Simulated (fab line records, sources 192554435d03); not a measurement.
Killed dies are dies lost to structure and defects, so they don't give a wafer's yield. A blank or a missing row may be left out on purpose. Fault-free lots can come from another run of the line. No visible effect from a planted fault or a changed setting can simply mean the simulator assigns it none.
A struck lot beside a sound one :: flow n5 finfet :: 44 steps out of a route of 1938
Sound: these wafers, L353.1, L353.2, L353.3. Struck: wafers L364.4, L364.5 (left out: L364.3, a lot-mate that was not struck); the cause follows at the end.
Order at every step that has rows: each side's tool, ch and its chambers, its first start. Under that, the readings that differ: sound wafers :: struck wafers :: difference of the means :: sigmas: that difference in standard deviations of wafers without a fault.
alike: readings with means less than 2 such deviations apart, plus words and numbers identical on both sides. not compared: withheld readings, readings lacking a value on some wafer, bounds such as >300 that could conceal the same value, and numbers that have no deviation in the record and whose values overlap.
The two part at a step that has a row with sigmas, a row that says differs or no value, or rows on one side only. Non-overlapping numbers with no deviation appear without sigmas and do not part them. A reading missing from all wafers of one side parts the sides only when that side holds two or more wafers.

N5_BEOL_M1_INSPECT_30: inspects for defects (brightfield).
  sound on defect inspect-01 at day 7 22:28; struck on defect inspect-01 at day 10 03:59
reading: raw defect count
sound: 515 527 459
struck: 300 264
difference: -218
sigmas: -3
then, 1 step without rows for these wafers: N5_BEOL_M1_DESCUM_33 (chemistry O2, time 7 s).
N5_BEOL_M1_ETCH_77: etches underlayer in N2/H2, target depth 6.5 nm, time 5.2 s.
  sound on rie diel-02 ch 0,1,3, day 7 22:32; struck on rie diel-05 ch 0,2, day 10 04:03
  alike: drypump motor current A, etch rf on time s, oes product au, rf vpp V, showerhead plenum p Torr, throttle valve pct
  not compared: rf hours counter h
N5_BEOL_M1_ETCH_69: etches SiARC in CF4, target depth 15.6 nm, time 26 s.
  sound on rie diel-02 ch 0,1,3, day 7 22:32; struck on rie diel-05 ch 0,2, day 10 04:04
  alike: drypump motor current A, etch rf on time s, oes product au, rf vpp V, showerhead plenum p Torr, throttle valve pct
  not compared: rf hours counter h
then, 8 steps without rows for these wafers: N5_BEOL_M1_ALD_98 (deposits SiO2, target thk 2.5 nm, pulse time 1 s, co reactant pulse time 1 s); N5_BEOL_M1_ETCHBACK_99 (etches SiO2 in CHF3, target depth 5 nm, time 10.4 s); N5_BEOL_M1_ETCH_70 (etches SOC in N2/H2, target depth 80 nm, overetch 16 nm, time 120 s); N5_BEOL_M1_STRIP_71 (strips in N2/H2); N5_BEOL_M1_STRIP_78 (strips in N2/H2); N5_BEOL_M1_VIA_ETCH_34 (etches the open film in C4F6/O2, target depth 67.8 nm, time 64.4 s); N5_BEOL_M1_STRIP_83 (strips in C4F6/O2); N5_BEOL_M1_STRIP_36 (strips in N2/H2).
N5_BEOL_M1_TRENCH_ETCH_37: etches SiOC in C4F6/O2, target depth 55.207 nm, time 29 s.
  sound on rie diel-02 ch 0,2,3, day 8 06:36; struck on rie diel-03 ch 2, day 10 15:24
reading: model.BEOL_M1.feature depth nm (nm)
sound: 55.2 57 53.6
struck: 76.2 76.6
difference: +21.1
sigmas: 

reading: model.etch.depth nm (nm)
sound: 55.23 56.97 53.66
struck: 76.11 76.52
difference: +21.03
sigmas: 

reading: model.TiN_of_BEOL_M1_HM_DEP_02.thk nm (nm)
sound: 17.8 17.8 17.6
struck: 17.2 17.2
difference: -0.5
sigmas: 
  alike: drypump motor current A, oes product au, rf vpp V, showerhead plenum p Torr, throttle valve pct
  not compared: rf hours counter h
then, 2 steps without rows for these wafers: N5_BEOL_M1_ETCH_41 (etches SiCN in CH3F/O2, target depth 31.9 nm, time 57.8 s); N5_BEOL_M1_STRIP_97 (strips in N2/H2, time 10 s).
N5_BEOL_M1_OCD_MEAS_38:
  sound on ocd-01 at day 8 06:46; struck on ocd-01 at day 10 15:34
reading: trench depth nm (nm)
sound: 55.1 56.5 53.5
struck: 75.9 76.5
difference: +21.2
sigmas: +21
then, 4 steps without rows for these wafers: N5_BEOL_M1_HM_STRIP_39 (strips TiN in peroxide tin strip, target depth 25 nm, time 158 s); N5_BEOL_M1_SRD_40 (time 30 s); N5_BEOL_M1_PRECLEAN_42 (cleans in residue remover, time 60 s); N5_BEOL_M1_SRD_43 (time 30 s).
N5_BEOL_M1_CD_MEAS_35: target cd 18 nm, target cd y 21 nm.
  sound on cd sem-02 at day 8 06:55; struck on cd sem-03 at day 10 15:43
reading: cd nm (nm)
sound: 17.6 17.8 16.9
struck: 18.5 18.3
difference: +1.0
sigmas: +2
then, 12 steps without rows for these wafers: N5_BEOL_M1_DEGAS_44 (time 60 s); N5_BEOL_M1_PRE_CLEAN_45 (time 30 s); N5_BEOL_M1_ALD_84 (deposits TaN, pulse time 2 s, purge time 3 s, co reactant purge time 2 s); N5_BEOL_M1_SURFACE_TREAT_85; N5_BEOL_M1_CVD_47 (deposits Co from CCTBA/H2, target thk 3 nm, time 223.8 s); N5_BEOL_M1_SPUTTER_48 (material Cu, target thk 4.5 nm, time 8.29 s); N5_BEOL_M1_ANNEAL_49 (time 240 s); N5_BEOL_M1_SPUTTER_79 (material Cu, target thk 4.5 nm, time 8.29 s); N5_BEOL_M1_ANNEAL_80 (time 240 s); N5_BEOL_M1_SPUTTER_81 (material Cu, target thk 4.5 nm, time 8.29 s); N5_BEOL_M1_ANNEAL_82 (time 240 s); N5_BEOL_M1_SPUTTER_86 (material Cu, target thk 4.5 nm, time 8.29 s).
N5_BEOL_M1_ANNEAL_87: time 240 s.
  sound on pvd sputter-01 at day 8 09:12; struck on pvd sputter-03 at day 10 17:20
  alike: heater power w
then, 2 steps without rows for these wafers: N5_BEOL_M1_SPUTTER_88 (material Cu, target thk 4.5 nm, time 8.29 s); N5_BEOL_M1_ANNEAL_89 (time 240 s).
N5_BEOL_M1_SPUTTER_90: material Cu, target thk 4.5 nm, time 8.29 s.
  sound on pvd sputter-01 at day 8 09:35; struck on pvd sputter-03 at day 10 17:41
  alike: throttle valve pct
then, 1 step without rows for these wafers: N5_BEOL_M1_ANNEAL_91 (time 240 s).
N5_BEOL_M1_SPUTTER_92: material Cu, target thk 4.5 nm, time 8.29 s.
  sound on pvd sputter-01 at day 8 09:50; struck on pvd sputter-03 at day 10 17:55
  alike: throttle valve pct
then, 3 steps without rows for these wafers: N5_BEOL_M1_ANNEAL_93 (time 240 s); N5_BEOL_M1_SPUTTER_94 (material Cu, target thk 4.5 nm, time 8.29 s); N5_BEOL_M1_ANNEAL_95 (time 240 s).
N5_BEOL_M4_RC_MEAS_101:
  sound on prober-01 ch 0, day 9 18:44; struck on prober-02 ch 0, day 12 03:14
reading: CHAIN_V0 (ohm/link)
sound: 229 227 261
struck: 198 188
difference: -46
sigmas: -4

reading: CHAIN_V0_max_site (ohm/link)
sound: 234 237 268
struck: 207 198
difference: -44
sigmas: -4
  alike: DIBL_N, DIBL_P, IOFF_N, IOFF_P, ION_N, ION_P, SS_N, SS_P, VT_N, VT_P
-- the record jumps here: 4 days lie between the struck wafers' starts before and after (it left off in module BEOL_M4 and takes up again in module PASSIVATION, whose first step shown is number 1936 of the route) --
N5_PASSIVATION_PROBE_49:
  rows exist in the record for the struck wafers here (prober-01, day 16 14:05), but not for the sound ones

== WHERE THEY PART ==
Earliest at N5_BEOL_M1_INSPECT_30; latest, in this record, at N5_PASSIVATION_PROBE_49.

WHY: the cause the simulator had injected
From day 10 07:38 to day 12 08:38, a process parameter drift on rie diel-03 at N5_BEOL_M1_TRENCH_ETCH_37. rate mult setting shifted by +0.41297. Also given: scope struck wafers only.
